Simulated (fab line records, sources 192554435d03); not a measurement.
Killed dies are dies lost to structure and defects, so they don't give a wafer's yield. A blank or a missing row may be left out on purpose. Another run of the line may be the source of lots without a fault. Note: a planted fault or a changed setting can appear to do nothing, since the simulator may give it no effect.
The tool behind it: which one? / flow n5-finfet / Sampling: 12 lots, 35 wafers, 2 of 1938 route steps

== WHAT THE GAUGES READ, wafer by wafer ==
N5_PASSIVATION_CD_MEAS_30: the cd target is 4000 nm. Usual: cd-nm 3998.7 nm, standard deviation 2.4.
lot=L637; measured=day 15 15:31; on=cd-sem-03; cd-nm (nm)=4003.1 3998.1 3999.0; flag=
lot=L640; measured=day 16 02:05; on=cd-sem-03; cd-nm (nm)=3998.7 3995.3 3995.9; flag=
lot=L638; measured=day 16 05:27; on=cd-sem-03; cd-nm (nm)=4006.3 4004.3; flag=
lot=L639; measured=day 16 05:47; on=cd-sem-02; cd-nm (nm)=3998.4 4000.2 3998.8; flag=
lot=L643; measured=day 17 05:59; on=cd-sem-03; cd-nm (nm)=3999.3 3998.3 4001.3; flag=
lot=L642; measured=day 17 20:58; on=cd-sem-01; cd-nm (nm)=3996.9 3997.4 3998.4; flag=
lot=L646; measured=day 18 22:03; on=cd-sem-02; cd-nm (nm)=3997.2 3996.4 3997.8; flag=
lot=L647; measured=day 18 22:28; on=cd-sem-01; cd-nm (nm)=3996.5 3998.6 3997.9; flag=
lot=L648; measured=day 19 13:10; on=cd-sem-01; cd-nm (nm)=3998.5 3999.2 3994.9; flag=
lot=L650; measured=day 20 06:38; on=cd-sem-02; cd-nm (nm)=3997.0 3998.7 3996.4; flag=
lot=L656; measured=day 21 09:58; on=cd-sem-02; cd-nm (nm)=3995.2 3997.6 3998.6; flag=
lot=L660; measured=day 21 21:14; on=cd-sem-01; cd-nm (nm)=3997.7 3998.3 3998.7; flag=

== WHAT TOOL EACH LOT RAN ON (gives the tool, then ch and the chambers of the sampled wafers, and finally the start) ==
lot=L637; N5_PASSIVATION_PRE_CLEAN_19=pvd-sputter-01, day 15 14:54
lot=L640; N5_PASSIVATION_PRE_CLEAN_19=pvd-sputter-01, day 16 01:28
lot=L638; N5_PASSIVATION_PRE_CLEAN_19=pvd-sputter-03, day 16 04:43
lot=L639; N5_PASSIVATION_PRE_CLEAN_19=pvd-sputter-02, day 16 05:02
lot=L643; N5_PASSIVATION_PRE_CLEAN_19=pvd-sputter-01, day 17 05:23
lot=L642; N5_PASSIVATION_PRE_CLEAN_19=pvd-sputter-03, day 17 20:20
lot=L646; N5_PASSIVATION_PRE_CLEAN_19=pvd-sputter-03, day 18 21:19
lot=L647; N5_PASSIVATION_PRE_CLEAN_19=pvd-sputter-03, day 18 21:44
lot=L648; N5_PASSIVATION_PRE_CLEAN_19=pvd-sputter-02, day 19 12:34
lot=L650; N5_PASSIVATION_PRE_CLEAN_19=pvd-sputter-02, day 20 06:02
lot=L656; N5_PASSIVATION_PRE_CLEAN_19=pvd-sputter-03, day 21 09:21
lot=L660; N5_PASSIVATION_PRE_CLEAN_19=pvd-sputter-01, day 21 20:38
- N5_PASSIVATION_PRE_CLEAN_19

== WHAT THE TOOLS THEMSELVES READ (means of the sampled wafers that have a number; where no wafer has one, the mark that the record gives instead) ==
N5_PASSIVATION_PRE_CLEAN_19. Usual: heater-power-w 437 W, standard deviation 41.
lot=L637; tool=pvd-sputter-01; heater-power-w (W)=481; flag=
lot=L640; tool=pvd-sputter-01; heater-power-w (W)=453; flag=
lot=L638; tool=pvd-sputter-03; heater-power-w (W)=418; flag=
lot=L639; tool=pvd-sputter-02; heater-power-w (W)=430; flag=
lot=L643; tool=pvd-sputter-01; heater-power-w (W)=443; flag=
lot=L642; tool=pvd-sputter-03; heater-power-w (W)=419; flag=
lot=L646; tool=pvd-sputter-03; heater-power-w (W)=428; flag=
lot=L647; tool=pvd-sputter-03; heater-power-w (W)=427; flag=
lot=L648; tool=pvd-sputter-02; heater-power-w (W)=425; flag=
lot=L650; tool=pvd-sputter-02; heater-power-w (W)=408; flag=
lot=L656; tool=pvd-sputter-03; heater-power-w (W)=440; flag=
lot=L660; tool=pvd-sputter-01; heater-power-w (W)=443; flag=

== THE ANSWER, worked out from the rows above alone ==
Rule: a lot is off if the mean of its wafers that have a number lies more than 3 standard deviations from the usual mean. Also off: a lot with no number at a reading for which 4 or more lots have one. The other lots that the step has rows for count as sound. Order of review: gauges by route order, followed by the tools' own readings, for which a lot's mean as printed above is used. At the first step where some lot is off, the reading lying furthest off is the one used; lots without a number count as furthest.
None of the lots is off at any reading shown; this tells nothing.

== WHAT THE SIMULATOR HAD PUT IN ==
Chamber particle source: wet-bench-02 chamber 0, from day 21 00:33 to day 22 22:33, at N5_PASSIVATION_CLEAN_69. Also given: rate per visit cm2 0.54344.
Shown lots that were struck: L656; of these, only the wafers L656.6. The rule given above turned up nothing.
